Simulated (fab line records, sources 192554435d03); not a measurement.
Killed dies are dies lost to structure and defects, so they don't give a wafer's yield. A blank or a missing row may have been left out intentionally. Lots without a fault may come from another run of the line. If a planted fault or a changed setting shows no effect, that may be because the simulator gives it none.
Split-lot study || flow n5_finfet || 7 lots, 39 wafers read, on a route of 1938 steps

THE SPLIT ITSELF
At N5_BEOL_M8_ALD_77 (deposits TaN, target thk 2 nm, pulse time 2 s, purge time 3 s), the setting ald_cycles was moved away from the recipe's 40 on 15 of the 39 wafers read, by -47.5% to +42.5%. For the rest of the wafers, this setting stayed at what the recipe calls for.

The split's own step is where the reading is taken.

THE READING
TaN_of_BEOL_M8_ALD_77.thk_nm (the simulator's own value, which no gauge read), in nm, at N5_BEOL_M8_ALD_77 (deposits TaN, target thk 2 nm, pulse time 2 s, purge time 3 s). There is no usual value for it anywhere in the file.

{"wafer": "L074.1", "tool, chamber at the split": "ald_metal-02, 2,0,3", "ald_cycles as run": 56, "against the recipe": "+40.0%", "TaN_of_BEOL_M8_ALD_77.thk_nm, nm": 2.8, "against lot-mates on the recipe": "+0.8"}
{"wafer": "L074.3", "tool, chamber at the split": "ald_metal-02, 2,0,3", "ald_cycles as run": 56, "against the recipe": "+40.0%", "TaN_of_BEOL_M8_ALD_77.thk_nm, nm": 2.8, "against lot-mates on the recipe": "+0.8"}
{"wafer": "L074.5", "tool, chamber at the split": "ald_metal-02, 2,0,3", "ald_cycles as run": 56, "against the recipe": "+40.0%", "TaN_of_BEOL_M8_ALD_77.thk_nm, nm": 2.8, "against lot-mates on the recipe": "+0.8"}
{"wafer": "L074.2", "tool, chamber at the split": "ald_metal-02, 1,3,2", "ald_cycles as run": 40, "against the recipe": "recipe", "TaN_of_BEOL_M8_ALD_77.thk_nm, nm": 2, "against lot-mates on the recipe": "-"}
{"wafer": "L074.4", "tool, chamber at the split": "ald_metal-02, 1,3,2", "ald_cycles as run": 40, "against the recipe": "recipe", "TaN_of_BEOL_M8_ALD_77.thk_nm, nm": 2, "against lot-mates on the recipe": "-"}
{"wafer": "L074.6", "tool, chamber at the split": "ald_metal-02, 1,3,2", "ald_cycles as run": 40, "against the recipe": "recipe", "TaN_of_BEOL_M8_ALD_77.thk_nm, nm": 2, "against lot-mates on the recipe": "-"}
{"wafer": "L075.1", "tool, chamber at the split": "ald_metal-03, 0,3,2,1,1,0", "ald_cycles as run": 40, "against the recipe": "recipe", "TaN_of_BEOL_M8_ALD_77.thk_nm, nm": 2, "against lot-mates on the recipe": "-"}
{"wafer": "L075.2", "tool, chamber at the split": "ald_metal-03, 0,3,2,1,1,0", "ald_cycles as run": 40, "against the recipe": "recipe", "TaN_of_BEOL_M8_ALD_77.thk_nm, nm": 2, "against lot-mates on the recipe": "-"}
{"wafer": "L075.3", "tool, chamber at the split": "ald_metal-03, 0,3,2,1,1,0", "ald_cycles as run": 40, "against the recipe": "recipe", "TaN_of_BEOL_M8_ALD_77.thk_nm, nm": 2, "against lot-mates on the recipe": "-"}
{"wafer": "L075.4", "tool, chamber at the split": "ald_metal-03, 0,3,2,1,1,0", "ald_cycles as run": 40, "against the recipe": "recipe", "TaN_of_BEOL_M8_ALD_77.thk_nm, nm": 2, "against lot-mates on the recipe": "-"}
{"wafer": "L075.5", "tool, chamber at the split": "ald_metal-03, 0,3,2,1,1,0", "ald_cycles as run": 40, "against the recipe": "recipe", "TaN_of_BEOL_M8_ALD_77.thk_nm, nm": 2, "against lot-mates on the recipe": "-"}
{"wafer": "L075.6", "tool, chamber at the split": "ald_metal-03, 0,3,2,1,1,0", "ald_cycles as run": 40, "against the recipe": "recipe", "TaN_of_BEOL_M8_ALD_77.thk_nm, nm": 2, "against lot-mates on the recipe": "-"}
{"wafer": "L083.1", "tool, chamber at the split": "ald_metal-02, 3,2,3", "ald_cycles as run": 40, "against the recipe": "recipe", "TaN_of_BEOL_M8_ALD_77.thk_nm, nm": 2, "against lot-mates on the recipe": "-"}
{"wafer": "L083.2", "tool, chamber at the split": "ald_metal-02, 3,2,3", "ald_cycles as run": 40, "against the recipe": "recipe", "TaN_of_BEOL_M8_ALD_77.thk_nm, nm": 2, "against lot-mates on the recipe": "-"}
{"wafer": "L083.5", "tool, chamber at the split": "ald_metal-02, 3,2,3", "ald_cycles as run": 40, "against the recipe": "recipe", "TaN_of_BEOL_M8_ALD_77.thk_nm, nm": 2, "against lot-mates on the recipe": "-"}
{"wafer": "L091.1", "tool, chamber at the split": "ald_metal-01, 0,0,1", "ald_cycles as run": 21, "against the recipe": "-47.5%", "TaN_of_BEOL_M8_ALD_77.thk_nm, nm": 1, "against lot-mates on the recipe": -1.0}
{"wafer": "L091.5", "tool, chamber at the split": "ald_metal-01, 0,0,1", "ald_cycles as run": 21, "against the recipe": "-47.5%", "TaN_of_BEOL_M8_ALD_77.thk_nm, nm": 1, "against lot-mates on the recipe": -1.0}
{"wafer": "L091.6", "tool, chamber at the split": "ald_metal-01, 0,0,1", "ald_cycles as run": 21, "against the recipe": "-47.5%", "TaN_of_BEOL_M8_ALD_77.thk_nm, nm": 1, "against lot-mates on the recipe": -1.0}
{"wafer": "L091.2", "tool, chamber at the split": "ald_metal-01, 2,1,2", "ald_cycles as run": 40, "against the recipe": "recipe", "TaN_of_BEOL_M8_ALD_77.thk_nm, nm": 2, "against lot-mates on the recipe": "-"}
{"wafer": "L091.3", "tool, chamber at the split": "ald_metal-01, 2,1,2", "ald_cycles as run": 40, "against the recipe": "recipe", "TaN_of_BEOL_M8_ALD_77.thk_nm, nm": 2, "against lot-mates on the recipe": "-"}
{"wafer": "L091.4", "tool, chamber at the split": "ald_metal-01, 2,1,2", "ald_cycles as run": 40, "against the recipe": "recipe", "TaN_of_BEOL_M8_ALD_77.thk_nm, nm": 2, "against lot-mates on the recipe": "-"}
{"wafer": "L089.1", "tool, chamber at the split": "ald_metal-02, 2,3,1", "ald_cycles as run": 40, "against the recipe": "recipe", "TaN_of_BEOL_M8_ALD_77.thk_nm, nm": 2, "against lot-mates on the recipe": "-"}
{"wafer": "L089.2", "tool, chamber at the split": "ald_metal-02, 2,3,1", "ald_cycles as run": 40, "against the recipe": "recipe", "TaN_of_BEOL_M8_ALD_77.thk_nm, nm": 2, "against lot-mates on the recipe": "-"}
{"wafer": "L089.3", "tool, chamber at the split": "ald_metal-02, 2,3,1", "ald_cycles as run": 40, "against the recipe": "recipe", "TaN_of_BEOL_M8_ALD_77.thk_nm, nm": 2, "against lot-mates on the recipe": "-"}
{"wafer": "L089.4", "tool, chamber at the split": "ald_metal-02, 0,0,1", "ald_cycles as run": 33, "against the recipe": "-17.5%", "TaN_of_BEOL_M8_ALD_77.thk_nm, nm": 1.6, "against lot-mates on the recipe": -0.4}
{"wafer": "L089.5", "tool, chamber at the split": "ald_metal-02, 0,0,1", "ald_cycles as run": 33, "against the recipe": "-17.5%", "TaN_of_BEOL_M8_ALD_77.thk_nm, nm": 1.6, "against lot-mates on the recipe": -0.4}
{"wafer": "L089.6", "tool, chamber at the split": "ald_metal-02, 0,0,1", "ald_cycles as run": 33, "against the recipe": "-17.5%", "TaN_of_BEOL_M8_ALD_77.thk_nm, nm": 1.6, "against lot-mates on the recipe": -0.4}
{"wafer": "L092.1", "tool, chamber at the split": "ald_metal-03, 1,3,2", "ald_cycles as run": 29, "against the recipe": "-27.5%", "TaN_of_BEOL_M8_ALD_77.thk_nm, nm": 1.4, "against lot-mates on the recipe": -0.6}
{"wafer": "L092.2", "tool, chamber at the split": "ald_metal-03, 1,3,2", "ald_cycles as run": 29, "against the recipe": "-27.5%", "TaN_of_BEOL_M8_ALD_77.thk_nm, nm": 1.4, "against lot-mates on the recipe": -0.6}
{"wafer": "L092.5", "tool, chamber at the split": "ald_metal-03, 1,3,2", "ald_cycles as run": 29, "against the recipe": "-27.5%", "TaN_of_BEOL_M8_ALD_77.thk_nm, nm": 1.4, "against lot-mates on the recipe": -0.6}
{"wafer": "L092.3", "tool, chamber at the split": "ald_metal-03, 0,2,3", "ald_cycles as run": 40, "against the recipe": "recipe", "TaN_of_BEOL_M8_ALD_77.thk_nm, nm": 2, "against lot-mates on the recipe": "-"}
{"wafer": "L092.4", "tool, chamber at the split": "ald_metal-03, 0,2,3", "ald_cycles as run": 40, "against the recipe": "recipe", "TaN_of_BEOL_M8_ALD_77.thk_nm, nm": 2, "against lot-mates on the recipe": "-"}
{"wafer": "L092.6", "tool, chamber at the split": "ald_metal-03, 0,2,3", "ald_cycles as run": 40, "against the recipe": "recipe", "TaN_of_BEOL_M8_ALD_77.thk_nm, nm": 2, "against lot-mates on the recipe": "-"}
{"wafer": "L094.1", "tool, chamber at the split": "ald_metal-01, 2,0,2", "ald_cycles as run": 57, "against the recipe": "+42.5%", "TaN_of_BEOL_M8_ALD_77.thk_nm, nm": 2.8, "against lot-mates on the recipe": "+0.8"}
{"wafer": "L094.3", "tool, chamber at the split": "ald_metal-01, 2,0,2", "ald_cycles as run": 57, "against the recipe": "+42.5%", "TaN_of_BEOL_M8_ALD_77.thk_nm, nm": 2.8, "against lot-mates on the recipe": "+0.8"}
{"wafer": "L094.5", "tool, chamber at the split": "ald_metal-01, 2,0,2", "ald_cycles as run": 57, "against the recipe": "+42.5%", "TaN_of_BEOL_M8_ALD_77.thk_nm, nm": 2.8, "against lot-mates on the recipe": "+0.8"}
{"wafer": "L094.2", "tool, chamber at the split": "ald_metal-01, 1,1,0", "ald_cycles as run": 40, "against the recipe": "recipe", "TaN_of_BEOL_M8_ALD_77.thk_nm, nm": 2, "against lot-mates on the recipe": "-"}
{"wafer": "L094.4", "tool, chamber at the split": "ald_metal-01, 1,1,0", "ald_cycles as run": 40, "against the recipe": "recipe", "TaN_of_BEOL_M8_ALD_77.thk_nm, nm": 2, "against lot-mates on the recipe": "-"}
{"wafer": "L094.6", "tool, chamber at the split": "ald_metal-01, 1,1,0", "ald_cycles as run": 40, "against the recipe": "recipe", "TaN_of_BEOL_M8_ALD_77.thk_nm, nm": 2, "against lot-mates on the recipe": "-"}
The file does not say which wafer passed through which chamber wherever a row lists several chambers: such a row stands for several wafers.

THE FIT
A straight line over all 39 wafers: TaN_of_BEOL_M8_ALD_77.thk_nm changes by +0.0203 nm for each +1% of ald_cycles; r = +1.00; the points scatter about the line by 0.022 nm.
The same after taking each lot's own level away (the mean of its wafers on the recipe; 39 wafers): +0.0203 nm for each +1%; r = +1.00; scatter 0.022 nm.
On that fit, the largest move of ald_cycles shifts the reading by 0.97 nm.
The lots' own levels span 2.00 to 2.00 nm.
So the lot-to-lot level changes the slope little: the two slopes agree.
Check: -0.979 nm against its lot-mates is what the line predicts for one of the wafers moved furthest among these (-47.5%) when that wafer is left out of the fit. Against them it came out at -1 nm.

FURTHER SPLITS ON THESE WAFERS
Before the reading, these wafers also passed through other splits. Each is held against what the fit with the lots' levels taken away leaves over:
{"other split on the same wafers": "N5_ZERO_LAYER_DEVELOP_10 develop_time_s", "wafers away from the commonest value": 15, "r with TaN_of_BEOL_M8_ALD_77.thk_nm (lot level and that fit taken away)": -0.29}
{"other split on the same wafers": "N5_SD_EPI_N_ETCH_45 target_depth_a", "wafers away from the commonest value": 15, "r with TaN_of_BEOL_M8_ALD_77.thk_nm (lot level and that fit taken away)": -0.13}
{"other split on the same wafers": "N5_SDB_ALD_29 ald_cycles", "wafers away from the commonest value": 9, "r with TaN_of_BEOL_M8_ALD_77.thk_nm (lot level and that fit taken away)": -0.22}
{"other split on the same wafers": "N5_BEOL_M0_SAQP_PECVD_03 time_s", "wafers away from the commonest value": 9, "r with TaN_of_BEOL_M8_ALD_77.thk_nm (lot level and that fit taken away)": "+0.31"}
{"other split on the same wafers": "N5_BEOL_M7_DEP_56 target_thk_a", "wafers away from the commonest value": 12, "r with TaN_of_BEOL_M8_ALD_77.thk_nm (lot level and that fit taken away)": -0.17}

THE FILE'S OWN FIT
TaN_of_BEOL_M8_ALD_77.thk_nm changes by +0.0204 nm for each +1% of ald_cycles, r = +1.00.
